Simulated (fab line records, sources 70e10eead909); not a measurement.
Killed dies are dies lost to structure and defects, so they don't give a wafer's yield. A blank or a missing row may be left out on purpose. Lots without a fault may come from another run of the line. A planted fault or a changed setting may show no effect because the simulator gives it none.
A struck lot beside a sound one | flow nand_harc | 18 steps out of a route of 1302
Sound: wafers L402.3, L402.4, L402.6. Struck: wafers L412.2, L412.5, L412.6. The cause comes at the end.
At each step with rows: each side's tool, then ch and its chambers, then its first start. Under that, the readings that differ: sound wafers | struck wafers | difference of the means | sigmas: that difference in standard deviations of wafers without a fault.
alike: readings whose means differ by less than 2 such deviations, and words and numbers that are the same on both sides. not compared: withheld readings, readings that some wafer has no value for, bounds like >300 that may hide the same value, and numbers for which the record gives no deviation and whose values overlap.
The two part at a step that has a row with sigmas, a row that says differs or no value, or rows on one side only. Numbers that don't overlap but have no deviation are shown without sigmas and don't part them. A reading that every wafer of one side lacks parts them only if that side has two wafers or more.

NHARC_P_GATE_ALD_36: deposits SiNx, target thk 20 nm, pulse time 60 s, ald cycles 223.
  sound on ald_sin-01 ch 1,2,3, day 6 23:43; struck on ald_sin-04 ch 2,3, day 11 05:46
  alike: heater_power_w, precursor_pulse_height_rel
NHARC_P_GATE_ETCHBACK_37: etches the open film in CHF3/O2, target depth 34.5 nm, time 17.2 s.
  sound on rie_diel-02 ch 0,1,2; struck on rie_diel-12 ch 1,3
  reading               | sound             | struck            | difference | sigmas
  oes_product_au (a.u.) | 0.975 0.978 0.985 | 0.913 0.923 0.909 | -0.064     | -2
  alike: drypump_motor_current_A, rf_vpp_V, showerhead_plenum_p_Torr, throttle_valve_pct
  not compared: rf_hours_counter_h
NHARC_P_GATE_STRIP_101: strips in O2, time 20 s.
  sound on rie_diel-02 ch 0,3, day 7 11:22; struck on rie_diel-12 ch 1,2, day 11 14:17
  alike: drypump_motor_current_A, oes_product_au, rf_vpp_V, showerhead_plenum_p_Torr, throttle_valve_pct
  not compared: rf_hours_counter_h
then, 9 steps without rows for these wafers: NHARC_P_GATE_PRECLEAN_97 (cleans in SPM, time 600 s); NHARC_P_GATE_SRD_98; NHARC_P_GATE_PRECLEAN_99 (cleans in SC1); NHARC_P_GATE_SRD_100; NHARC_P_GATE_DEHYDRATE_38 (time 120 s); NHARC_P_GATE_HMDS_39 (time 30 s); NHARC_P_GATE_COAT_40; NHARC_P_GATE_SOFTBAKE_41 (time 95 s); NHARC_P_GATE_EBR_42.
NHARC_P_GATE_EXPOSE_43: exposes mask P NSD, target cd 720 nm.
  sound on krf_scanner-01 ch 0, day 7 12:08; struck on krf_scanner-03 ch 0, day 11 15:04
  reading | sound                   | struck                  | difference | sigmas
  mask    | P_NSD#0 P_NSD#0 P_NSD#0 | P_PSD#0 P_PSD#0 P_PSD#0 | differs    |
  alike: reticle_temp_C
then, 2 steps without rows for these wafers: NHARC_P_GATE_PEB_44 (peb time 85 s); NHARC_P_GATE_DEVELOP_45 (time 70 s).
NHARC_P_GATE_CD_MEAS_46: target cd 720 nm.
  sound on cd_sem-01 ch 0, day 7 12:18; struck on cd_sem-02 ch 0, day 11 15:13
  reading    | sound             | struck | difference                    | sigmas
  cd_nm (nm) | 719.7 717.5 720.0 | - - -  | no value on the struck wafers |
then, 1 step without rows for these wafers: NHARC_P_GATE_HARDBAKE_47 (time 80 s).
-- the record jumps here: 18 days lie between the struck wafers' starts before and after (it left off in module P_GATE and takes up again in module END, whose first step shown is number 1302 of the route) --
NHARC_END_SORT_01:
  the record has rows for the struck wafers here (prober-02 ch 0, day 30 00:55) and none for the sound ones

WHERE THEY PART
First at NHARC_P_GATE_ETCHBACK_37; last, within this record, at NHARC_END_SORT_01.

WHY: what the simulator had put in
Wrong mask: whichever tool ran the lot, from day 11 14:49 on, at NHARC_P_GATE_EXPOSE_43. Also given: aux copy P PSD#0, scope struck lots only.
